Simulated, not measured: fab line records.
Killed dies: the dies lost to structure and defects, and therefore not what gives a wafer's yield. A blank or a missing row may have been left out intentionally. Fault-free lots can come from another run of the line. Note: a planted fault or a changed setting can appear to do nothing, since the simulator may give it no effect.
One fault through the eyes of 3 desks || flow n5-finfet || every desk sees just its own numbers, and what lay behind them comes last

FROM THE METROLOGY DESK
Lot by lot, what the gauges showed, no matter which tool ran the lot: averages of those sampled wafers that carry a number. Any lot whose mean is over 4 standard deviations away from the usual mean is out of limits and marked OUT; that distance is given in the brackets.
Columns: A = cd-nm at N5_BEOL_M12_CD_MEAS_28, usual 159.9 nm; B = M12_OVL at N5_BEOL_M12_OVL_MEAS_29, usual 0 nm
{"lot": "L529", "first seen here": "day 13 18:34", "A": 161.2, "B": 1}
{"lot": "L531", "first seen here": "day 14 15:54", "A": 159.7, "B": -5}
{"lot": "L538", "first seen here": "day 16 05:20", "A": 159.6, "B": -3}
{"lot": "L536", "first seen here": "day 16 05:55", "A": 158.4, "B": 2}
{"lot": "L543", "first seen here": "day 17 08:46", "A": 160.3, "B": 4}
{"lot": "L544", "first seen here": "day 17 09:19", "A": 159.8, "B": -3}
{"lot": "L541", "first seen here": "day 17 10:26", "A": 160.3, "B": -6}
This desk's verdict: no lot among the 7 shows anything out of limits.

THE DEFECT DESK
Lot by lot, what the route's inspections counted, given as the mean of those sampled wafers with a number. Any lot whose mean is over 4 standard deviations away from the usual mean is out of limits and marked OUT; that distance is given in the brackets.
Columns: A = raw-defect-count at N5_BEOL_M12_INSPECT_30, usual 2.2
{"lot": "L529", "first seen here": "day 13 18:37", "A": 2.0}
{"lot": "L531", "first seen here": "day 14 15:57", "A": 1.3}
{"lot": "L538", "first seen here": "day 16 05:23", "A": 1.0}
{"lot": "L536", "first seen here": "day 16 05:58", "A": 2.0}
{"lot": "L543", "first seen here": "day 17 08:50", "A": 2.7}
{"lot": "L544", "first seen here": "day 17 09:22", "A": 3.0}
{"lot": "L541", "first seen here": "day 17 10:30", "A": 3.0}
This desk's verdict: no lot among the 7 shows anything out of limits.

THE TOOL OWNER'S DESK: rie-diel-01
The tool's own readings at N5_BEOL_M12_ETCH_68 (etches SOC in N2/H2, time 285 s): means of the sampled wafers that have a number, for each lot that ran on this tool. Any lot whose mean is over 4 standard deviations away from the usual mean is out of limits and marked OUT; that distance is given in the brackets.
Columns: A = drypump-motor-current-A at N5_BEOL_M12_ETCH_68, usual 5.7 A; B = oes-product-au at N5_BEOL_M12_ETCH_68, usual 0.81 a.u.; C = rf-vpp-V at N5_BEOL_M12_ETCH_68, usual 524 V; D = showerhead-plenum-p-Torr at N5_BEOL_M12_ETCH_68, usual 2.56 Torr; E = temp-c at N5_BEOL_M12_ETCH_68, usual 40.02 C; F = throttle-valve-pct at N5_BEOL_M12_ETCH_68, usual 17.75 %
{"lot": "L529", "first seen here": "day 13 18:50", "A": 5.8, "B": 0.83, "C": 522, "D": 2.54, "E": 39.98, "F": 17.69}
{"lot": "L538", "first seen here": "day 16 05:35", "A": 5.1, "B": 0.76, "C": 522, "D": 2.45, "E": 40.22, "F": 17.35}
{"lot": "L536", "first seen here": "day 16 06:11", "A": 6.2, "B": 0.69, "C": 525, "D": 2.57, "E": 40.03, "F": 17.91}
{"lot": "L541", "first seen here": "day 17 10:48", "A": 6.5, "B": 0.73, "C": 527, "D": 2.66, "E": 39.94, "F": 17.95}
This desk's verdict: no lot among the 4 shows anything out of limits.

ALL TOGETHER
From the metrology desk's view, nothing was out of limits.
Nothing the defect desk looked at was out of limits.
The desk of the tool owner found nothing out of limits.

WHAT WAS PUT IN BY THE SIMULATOR
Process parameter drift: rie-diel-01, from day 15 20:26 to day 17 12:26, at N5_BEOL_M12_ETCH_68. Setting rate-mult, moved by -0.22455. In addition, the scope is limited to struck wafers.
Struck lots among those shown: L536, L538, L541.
